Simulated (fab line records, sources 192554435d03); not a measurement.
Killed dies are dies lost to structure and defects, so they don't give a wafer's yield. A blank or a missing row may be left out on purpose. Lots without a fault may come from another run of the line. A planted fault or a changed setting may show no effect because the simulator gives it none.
Which tool did it? | flow n5_finfet | 11 lots, 33 wafers sampled, at 1 step of a route of 1938

WHAT THE GAUGES READ, wafer by wafer
N5_BEOL_M7_THK_MEAS_53: measures by xrf.
lot  | measured     | on            | M7_THK (nm)
L829 | day 10 16:41 | film_metro-01 | 78.7 79.3 77.1
L831 | day 11 11:22 | film_metro-01 | 79.5 80.5 78.4
L834 | day 11 14:29 | film_metro-02 | 80.2 80.0 83.0
L838 | day 12 16:18 | film_metro-02 | 82.4 83.6 79.2
L839 | day 13 06:21 | film_metro-01 | 77.3 78.1 78.7
L842 | day 13 16:49 | film_metro-01 | 82.3 79.1 80.5
L848 | day 14 14:03 | film_metro-01 | 81.7 79.7 81.7
L849 | day 16 01:44 | film_metro-01 | 84.3 77.6 82.0
L851 | day 16 03:17 | film_metro-01 | 78.5 75.8 81.9
L850 | day 16 04:35 | film_metro-02 | 82.9 78.6 83.4
L852 | day 16 07:38 | film_metro-01 | 82.5 80.5 81.7

WHICH TOOL RAN EACH LOT (tool, then ch and the chambers of the sampled wafers, then the start)
The record holds no process step before these readings.

THE ANSWER, worked out from the rows above alone
Rule: what is usual is taken from the lots themselves. Put in order of their means at a reading, lots are off if they are a third of the lots or fewer, leave a main group of 4 or more, and stand apart from it by a gap of 3 or more times the standard deviation of the main group's means; of several such gaps the widest counts. A main group whose means are all the same, to the digits that the tables above print for the reading, isn't used. A lot without any number at a reading at which 4 lots or more have one is off too. The other lots that the step has rows for count as sound.
No lot is off at any reading shown: from this, nothing can be told.

WHAT THE SIMULATOR HAD PUT IN
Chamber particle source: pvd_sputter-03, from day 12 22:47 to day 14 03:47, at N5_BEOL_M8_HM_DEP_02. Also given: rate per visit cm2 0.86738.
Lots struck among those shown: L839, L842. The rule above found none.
